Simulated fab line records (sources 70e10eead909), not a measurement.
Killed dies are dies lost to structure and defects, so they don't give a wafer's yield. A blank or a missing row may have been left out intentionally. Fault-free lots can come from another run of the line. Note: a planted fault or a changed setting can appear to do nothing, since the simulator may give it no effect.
Matching of chambers | flow nand harc | rie si-02 running NHARC_A_CHANNEL_FILL_D1_ETCHBACK_19: 4 sister chambers
The step etches the open film in HBr/Cl2, target depth 5 nm, time 1.7 s. 8 wafers are shown with their chamber, then 9 later ones without.

EACH WAFER AND ITS CHAMBER
wafer  | chamber | drypump motor current A (A) | oes product au (a.u.)
L084.4 | 2       | 5.8                         | 1.009
L084.5 | 0       | 5.9                         | 1.015
L085.1 | 1       | 6.3                         | 0.995
L085.2 | 3       | 6.1                         | 0.985
L085.6 | 2       | 5.9                         | 1.010
L088.1 | 3       | 6.1                         | 0.999
L088.2 | 0       | 5.9                         | 1.017
L088.4 | 1       | 6.3                         | 0.990

WAFERS MISSING THEIR CHAMBER
wafer  | drypump motor current A (A) | oes product au (a.u.)
L090.1 | 5.9                         | 1.013
L090.2 | 6.1                         | 0.991
L090.6 | 5.9                         | 1.010
L092.1 | 5.9                         | 0.996
L092.2 | 6.1                         | 0.988
L092.6 | 6.1                         | 0.980
L096.1 | 6.1                         | 0.990
L096.4 | 6.3                         | 0.985
L096.5 | 5.8                         | 0.999

EACH ONE'S CHAMBER
wafer  | from the rows above     | in truth
L090.1 | can't be placed: 0 or 2 | 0
L090.2 | 3                       | 3
L090.6 | can't be placed: 0 or 2 | 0
L092.1 | can't be placed: 2 or 0 | 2
L092.2 | 3                       | 3
L092.6 | 3                       | 3
L096.1 | 3                       | 3
L096.4 | 1                       | 1
L096.5 | can't be placed: 2 or 0 | 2
Placed correctly: 5 of 9. Not placeable from these rows: 4 (in 4, the candidates include the true chamber). Placed wrongly: 0.
How it was worked out, from the rows above alone: a wafer's distance from a chamber is the root of the sum, over the readings, of the square of ((its reading less the chamber's mean) divided by the reading's scatter). The wafer belongs to the nearest chamber; if the next one is less than 2 further off, it can't be placed. Each chamber's mean is taken over the wafers shown for it. How the scatter is found: for the shown wafers, subtract from each reading the mean of its chamber, square and add these, divide the total by (wafers less chambers), then take the root.
